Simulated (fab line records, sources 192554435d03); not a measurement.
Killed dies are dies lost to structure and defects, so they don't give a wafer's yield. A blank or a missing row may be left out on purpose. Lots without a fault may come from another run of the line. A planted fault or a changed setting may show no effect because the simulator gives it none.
Split-lot experiment | flow n5_finfet | 7 lots, 21 wafers read, on a route of 1938 steps

THE SPLIT
At N5_BEOL_M2_DESCUM_16 (chemistry O2, time 7 s), the setting time_s was moved away from the recipe's 7 s on 7 of the 21 wafers read, by -14.2% to +10.9%. The other wafers ran this setting at the recipe's value.

The reading is taken at the split's own step.

THE READING
CAR-EUV_of_BEOL_M2_COAT_05.thk_nm (the simulator's own value, which no gauge read), in nm, at N5_BEOL_M2_DESCUM_16 (chemistry O2, time 7 s). The file gives no usual value for it. The 14 wafers here that ran the recipe average 26.0 nm, standard deviation 0.11 nm.

wafer  | tool, chamber at the split | time_s as run, s | against the recipe | CAR-EUV_of_BEOL_M2_COAT_05.thk_nm, nm | against lot-mates on the recipe
L076.3 | rie_diel-02, 1,3           | 7                | recipe             | 26                                    | -
L076.5 | rie_diel-02, 1,3           | 7                | recipe             | 26                                    | -
L076.4 | rie_diel-02, 3             | 7.764            | +10.9%             | 25.6                                  | -0.4
L077.1 | rie_diel-02, 2,1           | 7                | recipe             | 26                                    | -
L077.4 | rie_diel-02, 2,1           | 7                | recipe             | 26                                    | -
L077.3 | rie_diel-02, 3             | 7                | recipe             | 26.2                                  | -
L078.1 | rie_diel-04, 2,3           | 6.003            | -14.2%             | 26.6                                  | +0.4
L078.6 | rie_diel-04, 2,3           | 6.003            | -14.2%             | 26.6                                  | +0.4
L078.4 | rie_diel-04, 3             | 7                | recipe             | 26.2                                  | -
L079.1 | rie_diel-02, 2,1           | 6.312            | -9.8%              | 26.4                                  | +0.4
L079.2 | rie_diel-02, 2,1           | 6.312            | -9.8%              | 26.4                                  | +0.4
L079.3 | rie_diel-02, 0             | 7                | recipe             | 26                                    | -
L083.3 | rie_diel-04, 3,2           | 7                | recipe             | 26                                    | -
L083.6 | rie_diel-04, 3,2           | 7                | recipe             | 26                                    | -
L083.5 | rie_diel-04, 1             | 7                | recipe             | 25.8                                  | -
L085.1 | rie_diel-04, 0             | 7                | recipe             | 26.2                                  | -
L085.3 | rie_diel-04, 3,2           | 7                | recipe             | 26                                    | -
L085.4 | rie_diel-04, 3,2           | 7                | recipe             | 26                                    | -
L092.2 | rie_diel-05, 3             | 7                | recipe             | 26.2                                  | -
L092.4 | rie_diel-05, 0,3           | 6.167            | -11.9%             | 26.6                                  | +0.4
L092.5 | rie_diel-05, 0,3           | 6.167            | -11.9%             | 26.6                                  | +0.4
Where a row lists several chambers, the file gives one row for several wafers and doesn't say which wafer went through which chamber.

THE FIT
A straight line over all 21 wafers: CAR-EUV_of_BEOL_M2_COAT_05.thk_nm changes by -0.0409 nm for each +1% of time_s; r = -0.94; the points scatter about the line by 0.1 nm.
The same after taking each lot's own level away (the mean of its wafers on the recipe; 21 wafers): -0.0332 nm for each +1%; r = -0.95; scatter 0.074 nm.
On that fit, the largest move of time_s shifts the reading by 0.47 nm.
The lots' own levels span 25.93 to 26.20 nm, that is 2.4 times the standard deviation above.
So the lot-to-lot level changes the slope: the two fits differ.
Check: with one of the wafers moved furthest among these (-14.2%) left out of the fit, the line predicts +0.49 nm for it against its lot-mates. It came out at +0.4 nm against them.

THE FILE'S OWN FIT
CAR-EUV_of_BEOL_M2_COAT_05.thk_nm changes by -0.0335 nm for each +1% of time_s, r = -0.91.
